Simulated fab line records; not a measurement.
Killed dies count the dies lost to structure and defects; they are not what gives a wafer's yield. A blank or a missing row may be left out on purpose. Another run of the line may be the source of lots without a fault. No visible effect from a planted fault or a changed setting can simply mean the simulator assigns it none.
Chamber matching :: flow nand harc :: NHARC_A_STAIRCASE_CMP_450 on cmp-02 has 4 sister chambers
The step polishes SiO2, target thk 200 nm. 7 wafers are shown with their chamber, then 8 later ones without.

## WAFERS PAIRED WITH THEIR CHAMBERS
wafer: L079.1
chamber: 2
motor current A (A): 12.2

wafer: L079.3
chamber: 0
motor current A (A): 12.6

wafer: L084.1
chamber: 1
motor current A (A): 10.7

wafer: L091.1
chamber: 3
motor current A (A): 13.2

wafer: L091.3
chamber: 2
motor current A (A): 12.6

wafer: L091.5
chamber: 1
motor current A (A): 10.3

wafer: L090.1
chamber: 3
motor current A (A): 12.8

## WAFERS WHOSE CHAMBER IS MISSING
wafer: L090.2
motor current A (A): 12.1

wafer: L090.4
motor current A (A): 12.6

wafer: L092.2
motor current A (A): 13.3

wafer: L092.4
motor current A (A): 10.9

wafer: L092.5
motor current A (A): 10.8

wafer: L093.2
motor current A (A): 13.1

wafer: L093.3
motor current A (A): 12.8

wafer: L093.5
motor current A (A): 12.9

## THE CHAMBER EACH PASSED THROUGH
wafer: L090.2
from the rows above: can't be placed: 2 or 0
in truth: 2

wafer: L090.4
from the rows above: can't be placed: 0 or 2 or 3
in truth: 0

wafer: L092.2
from the rows above: can't be placed: 3 or 0
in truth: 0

wafer: L092.4
from the rows above: 1
in truth: 1

wafer: L092.5
from the rows above: 1
in truth: 1

wafer: L093.2
from the rows above: can't be placed: 3 or 0
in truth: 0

wafer: L093.3
from the rows above: can't be placed: 3 or 0 or 2
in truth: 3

wafer: L093.5
from the rows above: can't be placed: 3 or 0 or 2
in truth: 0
Placed correctly: 2 of 8. Unplaceable from these rows: 6, with the true chamber sitting among the candidates in 6. Wrongly placed: 0.
How it was worked out, from the rows above alone: a wafer's distance from a chamber is the root of the sum, over the readings, of the square of ((its reading less the chamber's mean) divided by the reading's scatter). If the next closest chamber is less than 2 further off than the closest, the wafer can't be placed; otherwise it belongs to the closest. For every chamber, the mean is computed from those of its wafers that are shown. How the scatter is found: for the shown wafers, subtract from each reading the mean of its chamber, square and add these, divide the total by (wafers less chambers), then take the root.
